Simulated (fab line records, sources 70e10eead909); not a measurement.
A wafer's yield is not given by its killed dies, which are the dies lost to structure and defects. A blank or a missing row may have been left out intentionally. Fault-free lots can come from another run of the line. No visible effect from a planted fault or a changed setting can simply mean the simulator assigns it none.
Chamber matching :: flow nandHarc :: 4 sister chambers for NHARC_A_CHANNEL_FILL_D1_ALD_25 on aldHk-03
The step deposits SiOx, target thk 60 nm, pulse time 10 s, ald cycles 600. 4 wafers are shown with their chamber, then 8 later ones without.

== WAFERS PAIRED WITH THEIR CHAMBERS ==
wafer: L085.2
chamber: 0
heaterPowerW (W): 407

wafer: L085.4
chamber: 1
heaterPowerW (W): 508

wafer: L087.3
chamber: 3
heaterPowerW (W): 485

wafer: L090.2
chamber: 2
heaterPowerW (W): 500

== WAFERS WITHOUT THEIR CHAMBER ==
wafer: L090.3
heaterPowerW (W): 511

wafer: L090.5
heaterPowerW (W): 503

wafer: L094.1
heaterPowerW (W): 531

wafer: L094.2
heaterPowerW (W): 509

wafer: L094.4
heaterPowerW (W): 439

wafer: L096.2
heaterPowerW (W): 456

wafer: L096.3
heaterPowerW (W): 420

wafer: L096.5
heaterPowerW (W): 428

== WHICH CHAMBER EACH WENT THROUGH ==
wafer: L090.3
from the rows above: can't be placed: 1 or 2 or 3
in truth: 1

wafer: L090.5
from the rows above: can't be placed: 2 or 1 or 3
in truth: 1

wafer: L094.1
from the rows above: can't be placed: 1 or 2 or 3
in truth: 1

wafer: L094.2
from the rows above: can't be placed: 1 or 2 or 3
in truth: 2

wafer: L094.4
from the rows above: can't be placed: 0 or 3 or 2 or 1
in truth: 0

wafer: L096.2
from the rows above: can't be placed: 3 or 2 or 0 or 1
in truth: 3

wafer: L096.3
from the rows above: 0
in truth: 0

wafer: L096.5
from the rows above: can't be placed: 0 or 3
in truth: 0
Correctly placed: 1 of 8. These rows do not allow placing 7 (true chamber among the candidates in 7). Placed wrongly: 0.
How it was worked out, from the rows above alone: a wafer's distance from a chamber is the root of the sum, over the readings, of the square of ((its reading less the chamber's mean) divided by the reading's scatter). If the next closest chamber is less than 2 further off than the closest, the wafer can't be placed; otherwise it belongs to the closest. The mean given for a chamber averages the wafers shown for that chamber. The scatter: with one shown wafer a chamber, the root of the mean of the squares of how far each hidden wafer lies from its nearest shown one.
